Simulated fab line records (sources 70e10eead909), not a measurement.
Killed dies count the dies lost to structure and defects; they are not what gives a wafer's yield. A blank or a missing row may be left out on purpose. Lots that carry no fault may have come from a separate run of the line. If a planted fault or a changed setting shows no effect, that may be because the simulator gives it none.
Chamber matching ; flow nandHarc ; 3 sister chambers for NHARC_P_M2_DEP_33 on pecvd-03
The step deposits SiCN, target thk 30 nm. 3 wafers are shown with their chamber, then 7 later ones without.

== WAFERS WITH THEIR CHAMBER ==
wafer;chamber;heaterPowerW (W)
L205.6;1;609
L213.1;2;646
L213.3;0;481

== WAFERS MISSING THEIR CHAMBER ==
wafer;heaterPowerW (W)
L213.4;657
L212.4;427
L212.5;655
L212.6;558
L214.1;443
L214.3;647
L214.4;434

== CHAMBER TAKEN BY EACH ==
wafer;from the rows above;in truth
L213.4;can't be placed: 2 or 1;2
L212.4;0;0
L212.5;can't be placed: 2 or 1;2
L212.6;can't be placed: 1 or 0 or 2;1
L214.1;0;0
L214.3;can't be placed: 2 or 1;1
L214.4;0;0
Placed correctly: 3 of 7. Can't be placed from these rows: 4 (the true chamber is among the candidates in 4). Placed wrongly: 0.
How it was worked out, from the rows above alone: a wafer's distance from a chamber is the root of the sum, over the readings, of the square of ((its reading less the chamber's mean) divided by the reading's scatter). The wafer belongs to the nearest chamber; if the next one is less than 2 further off, it can't be placed. A chamber's mean is the mean of its shown wafers. The scatter: root of mean squared gap, hidden wafer to nearest shown wafer, with one shown wafer a chamber.
